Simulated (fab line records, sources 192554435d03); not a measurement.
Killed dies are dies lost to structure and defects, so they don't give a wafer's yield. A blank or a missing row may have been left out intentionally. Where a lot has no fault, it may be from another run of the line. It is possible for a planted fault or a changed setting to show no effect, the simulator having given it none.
fab line records | flow n5_finfet
[record] lots = 7 | wafers = 21
route steps=1938 shown BEOL_M6@1239 BEOL_M7@1305 BEOL_M8@1342
start_h: start of the lot's first displayed wafer, in hours after the record's first day | wait_h: hours from the lot's prior step to this one | " as in the row above | L1.1+2: a row that stands for several wafers | - no value, or no start was given | * or withheld: withheld | < > ~ a bound
route shown NAME@n: names a module that has steps shown in the file, with the first one's number in the route | usual: the fault-free wafers' mean and standard deviation | same: alike in all rows | chamber/n: place in a boat | sites: per-site readings | _std_site: their standard deviation | _edge_site: outer sites' mean less inner sites' | radius_mm: for every site, how far away it sits from the centre of the wafer | mask NAME#n: copy n | behind: the last tool/chamber to shape the wafer | hold: why the lot was held/for how many hours/how that ended | device: the transistor (n, p or np) that didn't switch | end of line: tests of these same wafers at the route's end | a step with no rows: only its recipe | killed: the dies lost at the first sort to structure and to defects; this is not the yield of the wafer | map: shows each die of a wafer: x if killed, . if not, _ if none is there
set.NAME: the setting as run; set.NAME@STEP: as run at that earlier step | model.NAME: the simulator's own value behind a step, which no gauge read
lots run with intentionally changed settings; tables by step, rows by wafer
[[steps]]
[step N5_BEOL_M6_TRENCH_ETCH_37]
[recipe] chemistry = C4F6/O2 | target_depth_a = 944.35 | target = SiCOH_lowk | time_s = 31.5 | ion_energy_ev = 250 | pressure_mtorr = 30 | source_w = 345 | bias_w = 185 | Ar_flow_sccm = 300 | C4F6_flow_sccm = 10 | O2_flow_sccm = 10
lot.wafer | tool        | chamber | start_h | wait_h | set.time_s | model.BEOL_M6.feature_depth_nm | model.etch.depth_nm
L075.3    | rie_diel-03 | 3       | -       | -      | 27.4       | 81.2                           | 81.2
L075.4    | "           | 2       | "       | "      | 27.4       | 82.8                           | 82.8
L075.6    | "           | 1       | "       | "      | 31.5       | 94.6                           | 94.55
L076.2    | rie_diel-01 | 0       | -       | -      | 38.54      | 117.8                          | 117.9
L076.3    | "           | 2       | "       | "      | 31.5       | 94.8                           | 94.8
L076.5    | "           | 3       | "       | "      | 38.54      | 116.8                          | 116.7
L078.3    | rie_diel-02 | 0       | -       | -      | 31.5       | 95.4                           | 95.45
L078.4    | "           | 1       | "       | "      | 31.5       | 96.4                           | 96.39
L078.6    | "           | 2       | "       | "      | 31.5       | 96                             | 96.01
L081.1    | rie_diel-03 | 1       | -       | -      | 31.5       | 95.4                           | 95.5
L081.2    | "           | 2       | "       | "      | 26.58      | 80                             | 80.05
L081.5    | "           | 0       | "       | "      | 31.5       | 95.2                           | 95.13
L086.1    | rie_diel-03 | 0       | -       | -      | 31.5       | 94.6                           | 94.67
L086.2    | "           | 1       | "       | "      | 31.5       | 94.4                           | 94.38
L086.4    | "           | 2       | "       | "      | 31.5       | 93.8                           | 93.82
L087.1    | rie_diel-01 | 2       | -       | -      | 24.88      | 74.8                           | 74.89
L087.3    | "           | 3       | "       | "      | 24.88      | 75.6                           | 75.58
L087.4    | "           | 1       | "       | "      | 24.88      | 76                             | 76.04
L096.3    | rie_diel-01 | 1       | -       | -      | 31.5       | 96.6                           | 96.53
L096.4    | "           | 3       | "       | "      | 31.5       | 95.4                           | 95.48
L096.5    | "           | 1       | "       | "      | 31.5       | 95.8                           | 95.88
[step N5_BEOL_M6_ETCH_41]
[recipe] chemistry = CH3F/O2 | target = SiCN | target_depth_a = 297 | taper_deg = 2 | time_s = 52 | ion_energy_ev = 120 | mask_material = TiN | pressure_mtorr = 30 | source_w = 395 | bias_w = 75 | Ar_flow_sccm = 150 | CH3F_flow_sccm = 30 | O2_flow_sccm = 20
[step N5_BEOL_M6_STRIP_80]
[recipe] chemistry = N2/H2 | time_s = 10 | power_w = 450 | temp_c = 40 | pressure_mtorr = 20 | rf_frequency_hz = 6e+07 | bias_power_w = 7 | n2_flow_sccm = 200 | h2_flow_sccm = 200
[step N5_BEOL_M6_OCD_MEAS_38]
[usual] trench_depth_nm = 94.7/1
lot.wafer | tool   | chamber | start_h | wait_h | set.time_s@BEOL_M6_TRENCH_ETCH_37 | trench_depth_nm
L075.3    | ocd-02 | -       | 186.68  | -      | 27.4                              | 81.3
L075.4    | "      | -       | "       | "      | 27.4                              | 82.9
L075.6    | "      | -       | "       | "      | 31.5                              | 94.3
L076.2    | ocd-02 | -       | 190.59  | -      | 38.54                             | 118.0
L076.3    | "      | -       | "       | "      | 31.5                              | 95.4
L076.5    | "      | -       | "       | "      | 38.54                             | 116.9
L078.3    | ocd-01 | -       | 204.38  | -      | 31.5                              | 95.7
L078.4    | "      | -       | "       | "      | 31.5                              | 96.5
L078.6    | "      | -       | "       | "      | 31.5                              | 96.3
L081.1    | ocd-02 | -       | 214.23  | -      | 31.5                              | 95.3
L081.2    | "      | -       | "       | "      | 26.58                             | 80.0
L081.5    | "      | -       | "       | "      | 31.5                              | 95.1
L086.1    | ocd-01 | -       | 245.72  | -      | 31.5                              | 94.6
L086.2    | "      | -       | "       | "      | 31.5                              | 94.1
L086.4    | "      | -       | "       | "      | 31.5                              | 93.9
L087.1    | ocd-02 | -       | 259.03  | -      | 24.88                             | 74.6
L087.3    | "      | -       | "       | "      | 24.88                             | 75.6
L087.4    | "      | -       | "       | "      | 24.88                             | 75.8
L096.3    | ocd-02 | -       | 334.92  | -      | 31.5                              | 96.0
L096.4    | "      | -       | "       | "      | 31.5                              | 96.0
L096.5    | "      | -       | "       | "      | 31.5                              | 96.2
[step N5_BEOL_M6_HM_STRIP_39]
[recipe] chemistry = peroxide_tin_strip | material = TiN | target_depth_a = 250 | temp_c = 50 | time_s = 158
[step N5_BEOL_M6_SRD_40]
[recipe] time_s = 30 | temp_c = 23 | rinse_liquid = diw | dry = ipa_marangoni
[step N5_BEOL_M6_ECD_50]
[recipe] material = Cu | target_thk_a = 3000
[step N5_BEOL_M6_ANNEAL_51]
[recipe] temp_c = 225 | time_s = 90 | ambient = N2
[step N5_BEOL_M6_CMP_52]
[recipe] stop_on = SiCOH_lowk | t_overpolish_s = 6.9 | down_force_psi = 1 | platen_rpm = 50 | clearing_platen_down_force_psi = 1.5 | clearing_platen_rpm = 50 | post_cmp_clean = cu_alkaline | target_thk_nm = 80 | clearing_platen_pad_velocity_m_s = 0.99484 | pad_velocity_m_s = 0.99484
lot.wafer | tool   | chamber | start_h | wait_h | set.time_s@BEOL_M6_TRENCH_ETCH_37 | model.Cu_of_BEOL_M6_ECD_50.thk_nm
L075.3    | cmp-04 | 2       | 189.43  | 0.2    | 27.4                              | 66.6
L075.4    | "      | 1       | "       | "      | 27.4                              | 68
L075.6    | "      | 2       | "       | "      | 31.5                              | 79.6
L076.2    | cmp-03 | 0       | 192.81  | 0.3    | 38.54                             | 103.6
L076.3    | "      | 1       | "       | "      | 31.5                              | 78.8
L076.5    | "      | 3       | "       | "      | 38.54                             | 102.8
L078.3    | cmp-02 | 3       | 208.25  | 0.2    | 31.5                              | 79.8
L078.4    | "      | 0       | "       | "      | 31.5                              | 82.8
L078.6    | "      | 2       | "       | "      | 31.5                              | 81.6
L081.1    | cmp-03 | 2       | 216.70  | 0.4    | 31.5                              | 79.8
L081.2    | "      | 0       | "       | "      | 26.58                             | 64.4
L081.5    | "      | 3       | "       | "      | 31.5                              | 79.4
L086.2    | cmp-04 | 1       | 248.06  | 0.2    | 31.5                              | 79
L086.1    | "      | 2       | "       | "      | 31.5                              | 80.6
L086.4    | "      | 3       | "       | "      | 31.5                              | 79.2
L087.3    | cmp-02 | 1       | 261.18  | 0.2    | 24.88                             | 59.6
L087.1    | "      | 2       | "       | "      | 24.88                             | 59.8
L087.4    | "      | 0       | "       | "      | 24.88                             | 61.6
L096.3    | cmp-02 | 2       | 338.34  | 0.2    | 31.5                              | 82.4
L096.4    | "      | 1       | "       | "      | 31.5                              | 80.6
L096.5    | "      | 2       | "       | "      | 31.5                              | 80.8
[step N5_BEOL_M6_THK_MEAS_53]
[recipe] thk_meas_gauge = xrf | reads = Cu_of_BEOL_M6_ECD_50
[usual] M6_THK = 78.6/1.4
lot.wafer | tool          | chamber | start_h | wait_h | set.time_s@BEOL_M6_TRENCH_ETCH_37 | M6_THK[nm]
L075.3    | film_metro-01 | -       | 189.72  | -      | 27.4                              | 65.5
L075.4    | "             | -       | "       | "      | 27.4                              | 67.0
L075.6    | "             | -       | "       | "      | 31.5                              | 78.4
L076.2    | film_metro-02 | -       | 193.07  | -      | 38.54                             | 102.7
L076.3    | "             | -       | "       | "      | 31.5                              | 77.8
L076.5    | "             | -       | "       | "      | 38.54                             | 101.2
L078.3    | film_metro-02 | -       | 208.51  | -      | 31.5                              | 78.7
L078.4    | "             | -       | "       | "      | 31.5                              | 81.9
L078.6    | "             | -       | "       | "      | 31.5                              | 80.4
L081.1    | film_metro-02 | -       | 217.00  | -      | 31.5                              | 78.4
L081.2    | "             | -       | "       | "      | 26.58                             | 63.4
L081.5    | "             | -       | "       | "      | 31.5                              | 78.5
L086.1    | film_metro-02 | -       | 248.35  | -      | 31.5                              | 79.4
L086.2    | "             | -       | "       | "      | 31.5                              | 78.3
L086.4    | "             | -       | "       | "      | 31.5                              | 77.9
L087.1    | film_metro-01 | -       | 261.48  | -      | 24.88                             | 59.6
L087.3    | "             | -       | "       | "      | 24.88                             | 59.2
L087.4    | "             | -       | "       | "      | 24.88                             | 61.1
L096.3    | film_metro-02 | -       | 338.63  | -      | 31.5                              | 81.2
L096.4    | "             | -       | "       | "      | 31.5                              | 79.7
L096.5    | "             | -       | "       | "      | 31.5                              | 79.5
[step N5_BEOL_M6_PRE_CLEAN_55]
[recipe] gas = NH3 | time_s = 15 | temp_c = withheld | rf_power_w = 300
[step N5_BEOL_M6_DEP_56]
[recipe] material = SiCN | target_thk_a = 100 | temp_c = withheld | precursor = 3MS/NH3 | pressure_torr = 3 | rf_w = 202 | time_s = 17.5
[step N5_BEOL_M6_RS_MEAS_57]
[recipe] thk_meas_gauge = four-point-probe | reads = Cu_of_BEOL_M6_ECD_50+Co_of_BEOL_M6_CVD_78+TaN_of_BEOL_M6_ALD_77
[usual] M6_RS = 0.287/0.0058
lot.wafer | tool          | chamber | start_h | wait_h | set.time_s@BEOL_M6_TRENCH_ETCH_37 | M6_RS[ohm/sq]
L075.3    | film_metro-01 | -       | 189.86  | 0.1    | 27.4                              | 0.355
L075.4    | "             | -       | "       | "      | 27.4                              | 0.346
L075.6    | "             | -       | "       | "      | 31.5                              | 0.288
L076.2    | film_metro-02 | -       | 193.23  | 0.1    | 38.54                             | 0.212
L076.3    | "             | -       | "       | "      | 31.5                              | 0.291
L076.5    | "             | -       | "       | "      | 38.54                             | 0.213
L078.3    | film_metro-01 | -       | 208.64  | 0.1    | 31.5                              | 0.287
L078.4    | "             | -       | "       | "      | 31.5                              | 0.275
L078.6    | "             | -       | "       | "      | 31.5                              | 0.279
L081.1    | film_metro-01 | -       | 217.13  | 0.1    | 31.5                              | 0.287
L081.2    | "             | -       | "       | "      | 26.58                             | 0.370
L081.5    | "             | -       | "       | "      | 31.5                              | 0.289
L086.1    | film_metro-01 | -       | 248.48  | 0.1    | 31.5                              | 0.284
L086.2    | "             | -       | "       | "      | 31.5                              | 0.291
L086.4    | "             | -       | "       | "      | 31.5                              | 0.290
L087.1    | film_metro-01 | -       | 261.61  | 0.1    | 24.88                             | 0.405
L087.3    | "             | -       | "       | "      | 24.88                             | 0.408
L087.4    | "             | -       | "       | "      | 24.88                             | 0.391
L096.3    | film_metro-01 | -       | 338.76  | 0.1    | 31.5                              | 0.276
L096.4    | "             | -       | "       | "      | 31.5                              | 0.283
L096.5    | "             | -       | "       | "      | 31.5                              | 0.282
[step N5_BEOL_M7_VIA_ETCH_34]
[recipe] chemistry = C4F6/O2 | target = SiCOH_lowk | target_depth_a = 1255 | mask_material = SOC | taper_deg = 4 | time_s = 50.5 | ion_energy_ev = 250 | pressure_mtorr = 30 | source_w = 345 | bias_w = 185 | Ar_flow_sccm = 300 | C4F6_flow_sccm = 10 | O2_flow_sccm = 10
[usual] rf_vpp_V = 667/7.9
lot.wafer | tool        | chamber | start_h | wait_h | set.source_w | rf_vpp_V
L075.3    | rie_diel-04 | 0       | 193.03  | 0.0    | 345          | 668
L075.4    | "           | 2       | "       | "      | 345          | 655
L075.6    | "           | 3       | "       | "      | 345          | 656
L076.2    | rie_diel-05 | 1       | 197.37  | 0.0    | 345          | 670
L076.3    | "           | 2       | "       | "      | 345          | 660
L076.5    | "           | 3       | "       | "      | 365.4        | 643
L078.3    | rie_diel-05 | 1       | 211.52  | 0.0    | 345          | 670
L078.4    | "           | 2       | "       | "      | 345          | 661
L078.6    | "           | 2       | "       | "      | 379.3        | 629
L081.1    | rie_diel-04 | 2       | 220.62  | 0.0    | 296.4        | 711
L081.2    | "           | 1       | "       | "      | 345          | 678
L081.5    | "           | 0       | "       | "      | 296.4        | 722
L086.1    | rie_diel-06 | 2       | 254.44  | 0.0    | 345          | 680
L086.2    | "           | 0       | "       | "      | 345          | 673
L086.4    | "           | 3       | "       | "      | 345          | 674
L087.1    | rie_diel-06 | 2       | 264.74  | 0.0    | 345          | 680
L087.3    | "           | 3       | "       | "      | 345          | 675
L087.4    | "           | 1       | "       | "      | 345          | 660
L096.3    | rie_diel-05 | 3       | 341.39  | 0.0    | 345          | 660
L096.4    | "           | 0       | "       | "      | 345          | 668
L096.5    | "           | 3       | "       | "      | 345          | 659
[step N5_BEOL_M7_TRENCH_ETCH_37]
[recipe] chemistry = C4F6/O2 | target_depth_a = 934.78 | target = SiCOH_lowk | time_s = 31.2 | ion_energy_ev = 250 | pressure_mtorr = 30 | source_w = 345 | bias_w = 185 | Ar_flow_sccm = 300 | C4F6_flow_sccm = 10 | O2_flow_sccm = 10
[usual] rf_vpp_V = 667/7.9
lot.wafer | tool        | chamber | start_h | wait_h | set.source_w | rf_vpp_V | model.BEOL_M7.feature_depth_nm | model.etch.depth_nm
L075.3    | rie_diel-04 | 0       | -       | -      | 305          | 712      | 90.6                           | 90.58
L075.4    | "           | 2       | "       | "      | 305          | 700      | 91                             | 91.04
L075.6    | "           | 3       | "       | "      | 345          | 658      | 93.4                           | 93.44
L076.2    | rie_diel-05 | 1       | -       | -      | 345          | 671      | 95.2                           | 95.28
L076.3    | "           | 2       | "       | "      | 345          | 659      | 93                             | 93
L076.5    | "           | 3       | "       | "      | 398.6        | 614      | 98                             | 97.9
L078.3    | rie_diel-05 | 1       | -       | -      | 345          | 669      | 93.2                           | 93.2
L078.4    | "           | 2       | "       | "      | 345          | 662      | 92.4                           | 92.44
L078.6    | "           | 2       | "       | "      | 345          | 661      | 92.4                           | 92.42
L081.1    | rie_diel-04 | 2       | -       | -      | 406.4        | 604      | 101.2                          | 101.3
L081.2    | "           | 1       | "       | "      | 406.4        | 623      | 98.8                           | 98.85
L081.5    | "           | 0       | "       | "      | 345          | 667      | 94                             | 93.98
L086.1    | rie_diel-06 | 2       | -       | -      | 345          | 678      | 91.6                           | 91.55
L086.2    | "           | 0       | "       | "      | 345          | 672      | 95.8                           | 95.84
L086.4    | "           | 3       | "       | "      | 345          | 675      | 93                             | 92.97
L087.1    | rie_diel-06 | 2       | -       | -      | 345          | 679      | 91.8                           | 91.87
L087.3    | "           | 3       | "       | "      | 345          | 676      | 92.4                           | 92.4
L087.4    | "           | 1       | "       | "      | 286.2        | 727      | 85.6                           | 85.62
L096.3    | rie_diel-05 | 3       | -       | -      | 399.4        | 613      | 96.6                           | 96.6
L096.4    | "           | 0       | "       | "      | 345          | 669      | 89.4                           | 89.43
L096.5    | "           | 3       | "       | "      | 399.4        | 612      | 96.8                           | 96.78
[step N5_BEOL_M7_ETCH_41]
[recipe] chemistry = CH3F/O2 | target = SiCN | target_depth_a = 319 | taper_deg = 2 | time_s = 57.8 | ion_energy_ev = 120 | mask_material = TiN | pressure_mtorr = 30 | source_w = 395 | bias_w = 75 | Ar_flow_sccm = 150 | CH3F_flow_sccm = 30 | O2_flow_sccm = 20
[step N5_BEOL_M7_STRIP_80]
[recipe] chemistry = N2/H2 | time_s = 10 | power_w = 450 | temp_c = 40 | pressure_mtorr = 20 | rf_frequency_hz = 6e+07 | bias_power_w = 7 | n2_flow_sccm = 200 | h2_flow_sccm = 200
[step N5_BEOL_M7_OCD_MEAS_38]
[usual] trench_depth_nm = 93.1/1.7
lot.wafer | tool   | chamber | start_h | wait_h | set.source_w@BEOL_M7_TRENCH_ETCH_37 | trench_depth_nm
L075.3    | ocd-02 | -       | 193.28  | -      | 305                                 | 90.2
L075.4    | "      | -       | "       | "      | 305                                 | 91.3
L075.6    | "      | -       | "       | "      | 345                                 | 93.0
L076.2    | ocd-01 | -       | 197.62  | -      | 345                                 | 96.0
L076.3    | "      | -       | "       | "      | 345                                 | 92.9
L076.5    | "      | -       | "       | "      | 398.6                               | 98.0
L078.3    | ocd-01 | -       | 211.78  | -      | 345                                 | 93.2
L078.4    | "      | -       | "       | "      | 345                                 | 92.4
L078.6    | "      | -       | "       | "      | 345                                 | 91.7
L081.1    | ocd-02 | -       | 220.87  | -      | 406.4                               | 100.9
L081.2    | "      | -       | "       | "      | 406.4                               | 98.5
L081.5    | "      | -       | "       | "      | 345                                 | 93.5
L086.1    | ocd-02 | -       | 254.69  | -      | 345                                 | 91.6
L086.2    | "      | -       | "       | "      | 345                                 | 95.5
L086.4    | "      | -       | "       | "      | 345                                 | 93.1
L087.1    | ocd-01 | -       | 264.99  | -      | 345                                 | 92.1
L087.3    | "      | -       | "       | "      | 345                                 | 92.2
L087.4    | "      | -       | "       | "      | 286.2                               | 85.4
L096.3    | ocd-02 | -       | 341.64  | -      | 399.4                               | 96.2
L096.4    | "      | -       | "       | "      | 345                                 | 89.2
L096.5    | "      | -       | "       | "      | 399.4                               | 97.2
[step N5_BEOL_M7_HM_STRIP_39]
[recipe] chemistry = peroxide_tin_strip | material = TiN | target_depth_a = 250 | temp_c = 50 | time_s = 158
[step N5_BEOL_M7_SRD_40]
[recipe] time_s = 30 | temp_c = 23 | rinse_liquid = diw | dry = ipa_marangoni
[step N5_BEOL_M7_ECD_50]
[recipe] material = Cu | target_thk_a = 3000
[step N5_BEOL_M7_ANNEAL_51]
[recipe] temp_c = 225 | time_s = 90 | ambient = N2
[step N5_BEOL_M7_CMP_52]
[recipe] stop_on = SiCOH_lowk | t_overpolish_s = 6.9 | down_force_psi = 1 | platen_rpm = 50 | clearing_platen_down_force_psi = 1.5 | clearing_platen_rpm = 50 | post_cmp_clean = cu_alkaline | target_thk_nm = 80 | clearing_platen_pad_velocity_m_s = 0.99484 | pad_velocity_m_s = 0.99484
lot.wafer | tool   | chamber | start_h | wait_h | set.source_w@BEOL_M7_TRENCH_ETCH_37 | model.Cu_of_BEOL_M7_ECD_50.thk_nm
L075.4    | cmp-02 | 0       | 194.95  | 0.2    | 305                                 | 78
L075.3    | "      | 2       | "       | "      | 305                                 | 76.2
L075.6    | "      | 3       | "       | "      | 345                                 | 79.6
L076.3    | cmp-03 | 0       | 199.98  | 0.2    | 345                                 | 78.4
L076.2    | "      | 1       | "       | "      | 345                                 | 80.6
L076.5    | "      | 0       | "       | "      | 398.6                               | 81.8
L078.4    | cmp-01 | 0       | 214.42  | 0.1    | 345                                 | 79
L078.3+6  | "      | 3,1     | "       | "      | 345                                 | 78.8
L081.2    | cmp-01 | 1       | 222.87  | 0.2    | 406.4                               | 84.8
L081.1    | "      | 2       | "       | "      | 406.4                               | 86.6
L081.5    | "      | 1       | "       | "      | 345                                 | 79.8
L086.2    | cmp-03 | 3       | 257.86  | 0.2    | 345                                 | 81.8
L086.1    | "      | 1       | "       | "      | 345                                 | 79
L086.4    | "      | 2       | "       | "      | 345                                 | 80.6
L087.1    | cmp-03 | 2       | 269.64  | 0.3    | 345                                 | 78
L087.4    | "      | 0       | "       | "      | 286.2                               | 71.2
L087.3    | "      | 1       | "       | "      | 345                                 | 78.4
L096.3    | cmp-03 | 3       | 344.85  | 0.2    | 399.4                               | 82.4
L096.4    | "      | 1       | "       | "      | 345                                 | 76.6
L096.5    | "      | 0       | "       | "      | 399.4                               | 82.6
[step N5_BEOL_M7_THK_MEAS_53]
[recipe] thk_meas_gauge = xrf | reads = Cu_of_BEOL_M7_ECD_50
[usual] M7_THK = 77.9/1.9
lot.wafer | tool          | chamber | start_h | wait_h | set.source_w@BEOL_M7_TRENCH_ETCH_37 | M7_THK[nm]
L075.3    | film_metro-01 | -       | 195.21  | -      | 305                                 | 75.1
L075.4    | "             | -       | "       | "      | 305                                 | 77.3
L075.6    | "             | -       | "       | "      | 345                                 | 78.7
L076.2    | film_metro-02 | -       | 200.24  | -      | 345                                 | 79.2
L076.3    | "             | -       | "       | "      | 345                                 | 77.6
L076.5    | "             | -       | "       | "      | 398.6                               | 80.6
L078.3    | film_metro-01 | -       | 214.71  | -      | 345                                 | 77.0
L078.4    | "             | -       | "       | "      | 345                                 | 77.4
L078.6    | "             | -       | "       | "      | 345                                 | 76.9
L081.1    | film_metro-02 | -       | 223.17  | -      | 406.4                               | 84.9
L081.2    | "             | -       | "       | "      | 406.4                               | 82.8
L081.5    | "             | -       | "       | "      | 345                                 | 78.3
L086.1    | film_metro-01 | -       | 258.15  | -      | 345                                 | 78.7
L086.2    | "             | -       | "       | "      | 345                                 | 81.5
L086.4    | "             | -       | "       | "      | 345                                 | 80.3
L087.1    | film_metro-02 | -       | 269.93  | -      | 345                                 | 77.5
L087.3    | "             | -       | "       | "      | 345                                 | 77.8
L087.4    | "             | -       | "       | "      | 286.2                               | 70.6
L096.3    | film_metro-01 | -       | 345.14  | -      | 399.4                               | 80.7
L096.4    | "             | -       | "       | "      | 345                                 | 74.9
L096.5    | "             | -       | "       | "      | 399.4                               | 80.6
[step N5_BEOL_M8_EXPOSE_08]
[recipe] mask_id = M8 | na = 1.35 | source_shape = dipole | sigma_inner = 0.817 | sigma_outer = 0.97 | polarization = te | dose_mj = 68.25
lot.wafer  | tool            | chamber | start_h | wait_h | mask | set.dose_mj
L075.3+4+6 | arfi_scanner-01 | 0       | 198.27  | -      | M8#0 | 68.25
L076.2     | arfi_scanner-01 | 0       | 203.15  | -      | M8#0 | 63.97
L076.3+5   | "               | 0       | "       | "      | M8#0 | 68.25
L078.3+4   | arfi_scanner-03 | 0       | 216.27  | -      | M8#0 | 71.11
L078.6     | "               | 0       | "       | "      | M8#0 | 68.25
L081.1     | arfi_scanner-01 | 0       | 225.30  | -      | M8#0 | 68.25
L081.2+5   | "               | 0       | "       | "      | M8#0 | 65.26
L086.1+2+4 | arfi_scanner-03 | 0       | 259.55  | -      | M8#0 | 68.25
L087.1     | arfi_scanner-03 | 0       | 272.94  | -      | M8#0 | 63.25
L087.3+4   | "               | 0       | "       | "      | M8#0 | 68.25
L096.3+4+5 | arfi_scanner-02 | 0       | 347.45  | -      | M8#0 | 68.25
[step N5_BEOL_M8_PEB_09]
[recipe] peb_temp_c = withheld | peb_time_s = 60 | resist = CAR-ArF
[step N5_BEOL_M8_DEVELOP_10]
[recipe] develop_time_s = 30 | developer = TMAH | resist = CAR-ArF | rinse_liquid = diw | dry = air_spin | dev_temp_c = 23
[step N5_BEOL_M8_CD_MEAS_11]
[recipe] target_cd_nm = 38.5 | landing_energy_ev = 500 | detector = se_inlens | polarity = opening
[usual] cd_nm = 38.5/0.37
lot.wafer | tool      | chamber | start_h | wait_h | set.dose_mj@BEOL_M8_EXPOSE_08 | cd_nm
L075.3    | cd_sem-02 | 0       | 198.39  | -      | 68.25                         | 38.6
L075.4    | "         | 0       | "       | "      | 68.25                         | 38.5
L075.6    | "         | 0       | "       | "      | 68.25                         | 38.6
L076.2    | cd_sem-02 | 0       | 203.27  | -      | 63.97                         | 35.5
L076.3    | "         | 0       | "       | "      | 68.25                         | 38.3
L076.5    | "         | 0       | "       | "      | 68.25                         | 38.5
L078.3    | cd_sem-02 | 0       | 216.39  | -      | 71.11                         | 40.6
L078.4    | "         | 0       | "       | "      | 71.11                         | 40.4
L078.6    | "         | 0       | "       | "      | 68.25                         | 38.5
L081.1    | cd_sem-03 | 0       | 225.42  | -      | 68.25                         | 38.4
L081.2    | "         | 0       | "       | "      | 65.26                         | 35.7
L081.5    | "         | 0       | "       | "      | 65.26                         | 36.1
L086.1    | cd_sem-01 | 0       | 259.68  | -      | 68.25                         | 38.9
L086.2    | "         | 0       | "       | "      | 68.25                         | 38.5
L086.4    | "         | 0       | "       | "      | 68.25                         | 38.5
L087.1    | cd_sem-03 | 0       | 273.07  | -      | 63.25                         | 35.2
L087.3    | "         | 0       | "       | "      | 68.25                         | 38.5
L087.4    | "         | 0       | "       | "      | 68.25                         | 38.6
L096.3    | cd_sem-03 | 0       | 347.57  | -      | 68.25                         | 38.6
L096.4    | "         | 0       | "       | "      | 68.25                         | 38.5
L096.5    | "         | 0       | "       | "      | 68.25                         | 38.5
[[key]]
[split] step = N5_BEOL_M6_TRENCH_ETCH_37 | setting = time_s | stated = 31.5 | by = wafer
[response] step = N5_BEOL_M6_TRENCH_ETCH_37 | reading = model.BEOL_M6.feature_depth_nm | change = +0.992 | per = 1% | r = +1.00
[response] step = N5_BEOL_M6_TRENCH_ETCH_37 | reading = model.etch.depth_nm | change = +0.991 | per = 1% | r = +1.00
[response] step = N5_BEOL_M6_OCD_MEAS_38 | reading = trench_depth_nm | change = +0.975 | per = 1% | r = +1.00
[response] step = N5_BEOL_M6_CMP_52 | reading = model.Cu_of_BEOL_M6_ECD_50.thk_nm | change = +1.03 | per = 1% | r = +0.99
[response] step = N5_BEOL_M6_THK_MEAS_53 | reading = M6_THK | change = +1.02 | per = 1% | r = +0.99
[response] step = N5_BEOL_M6_RS_MEAS_57 | reading = M6_RS | change = -0.00422 | per = 1% | r = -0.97
[split] step = N5_BEOL_M7_VIA_ETCH_34 | setting = source_w | stated = 345 | by = wafer
[response] step = N5_BEOL_M7_VIA_ETCH_34 | reading = rf_vpp_V | change = -3.16 | per = 1% | r = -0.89
[split] step = N5_BEOL_M7_TRENCH_ETCH_37 | setting = source_w | stated = 345 | by = wafer
[response] step = N5_BEOL_M7_TRENCH_ETCH_37 | reading = rf_vpp_V | change = -3.27 | per = 1% | r = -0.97
[response] step = N5_BEOL_M7_TRENCH_ETCH_37 | reading = model.BEOL_M7.feature_depth_nm | change = +0.344 | per = 1% | r = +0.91
[response] step = N5_BEOL_M7_TRENCH_ETCH_37 | reading = model.etch.depth_nm | change = +0.343 | per = 1% | r = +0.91
[response] step = N5_BEOL_M7_OCD_MEAS_38 | reading = trench_depth_nm | change = +0.345 | per = 1% | r = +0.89
[response] step = N5_BEOL_M7_CMP_52 | reading = model.Cu_of_BEOL_M7_ECD_50.thk_nm | change = +0.31 | per = 1% | r = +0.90
[response] step = N5_BEOL_M7_THK_MEAS_53 | reading = M7_THK | change = +0.304 | per = 1% | r = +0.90
[split] step = N5_BEOL_M8_EXPOSE_08 | setting = dose_mj | stated = 68.25 | by = wafer
[response] step = N5_BEOL_M8_CD_MEAS_11 | reading = cd_nm | change = +0.483 | per = 1% | r = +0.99
